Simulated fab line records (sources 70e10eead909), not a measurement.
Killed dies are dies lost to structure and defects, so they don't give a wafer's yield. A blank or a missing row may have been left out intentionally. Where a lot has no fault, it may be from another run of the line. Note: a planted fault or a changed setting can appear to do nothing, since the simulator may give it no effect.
Chamber matching :: flow nand-harc :: NHARC_A_CHANNEL_FILL_D2_ALD_02 on ald-hk-04: 4 sister chambers
The step deposits SiO2, target thk 6 nm, pulse time 10 s, ald cycles 60. 14 wafers are shown with their chamber, then 7 later ones without.

## WAFERS PAIRED WITH THEIR CHAMBERS
wafer: L077.1
chamber: 3
heater-power-w (W): 467
precursor-pulse-height-rel: 1.005

wafer: L077.5
chamber: 1
heater-power-w (W): 457
precursor-pulse-height-rel: 1.017

wafer: L077.6
chamber: 0
heater-power-w (W): 595
precursor-pulse-height-rel: 0.973

wafer: L080.3
chamber: 1
heater-power-w (W): 467
precursor-pulse-height-rel: 1.031

wafer: L080.4
chamber: 2
heater-power-w (W): 456
precursor-pulse-height-rel: 1.004

wafer: L080.6
chamber: 1
heater-power-w (W): 476
precursor-pulse-height-rel: 1.002

wafer: L084.2
chamber: 2
heater-power-w (W): 452
precursor-pulse-height-rel: 0.976

wafer: L084.3
chamber: 1
heater-power-w (W): 467
precursor-pulse-height-rel: 1.018

wafer: L084.4
chamber: 0
heater-power-w (W): 590
precursor-pulse-height-rel: 0.986

wafer: L086.3
chamber: 2
heater-power-w (W): 463
precursor-pulse-height-rel: 1.002

wafer: L086.4
chamber: 1
heater-power-w (W): 476
precursor-pulse-height-rel: 0.993

wafer: L086.6
chamber: 3
heater-power-w (W): 466
precursor-pulse-height-rel: 1.037

wafer: L086.1
chamber: 0
heater-power-w (W): 609
precursor-pulse-height-rel: 0.979

wafer: L086.2
chamber: 3
heater-power-w (W): 461
precursor-pulse-height-rel: 1.003

SIGNATURES, as means of the wafers listed above
reading: heater-power-w
chamber 0: 598.00
chamber 1: 468.60
chamber 2: 457.00
chamber 3: 464.67
scatter within a chamber: 7.25

reading: precursor-pulse-height-rel
chamber 0: 0.97933
chamber 1: 1.01220
chamber 2: 0.99400
chamber 3: 1.01500
scatter within a chamber: 0.0148
Rule: distance of a wafer from a chamber = root of the sum over the readings of ((wafer's reading minus chamber's mean) / reading's scatter) squared. If the next closest chamber is less than 2 further off than the closest, the wafer can't be placed; otherwise it belongs to the closest. How the scatter is found: for the shown wafers, subtract from each reading the mean of its chamber, square and add these, divide the total by (wafers less chambers), then take the root.

## WAFERS MISSING THEIR CHAMBER
wafer: L086.5
heater-power-w (W): 450
precursor-pulse-height-rel: 0.995

wafer: L085.1
heater-power-w (W): 599
precursor-pulse-height-rel: 1.012

wafer: L085.4
heater-power-w (W): 459
precursor-pulse-height-rel: 0.984

wafer: L085.5
heater-power-w (W): 442
precursor-pulse-height-rel: 0.994

wafer: L088.1
heater-power-w (W): 550
precursor-pulse-height-rel: 1.041

wafer: L088.3
heater-power-w (W): 457
precursor-pulse-height-rel: 0.995

wafer: L088.4
heater-power-w (W): 434
precursor-pulse-height-rel: 0.987

## CHAMBER TAKEN BY EACH
wafer: L086.5
from the rows above: can't be placed: 2 or 3 or 1
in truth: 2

wafer: L085.1
from the rows above: 0
in truth: 0

wafer: L085.4
from the rows above: can't be placed: 2 or 3 or 1
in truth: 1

wafer: L085.5
from the rows above: can't be placed: 2 or 3 or 1
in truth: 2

wafer: L088.1
from the rows above: 0
in truth: 0

wafer: L088.3
from the rows above: can't be placed: 2 or 3 or 1
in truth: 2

wafer: L088.4
from the rows above: can't be placed: 2 or 3 or 1
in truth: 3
Placed correctly: 2 of 7. Cannot be placed on the basis of these rows: 5; the candidates contain the true chamber in 5. Wrongly placed: 0.
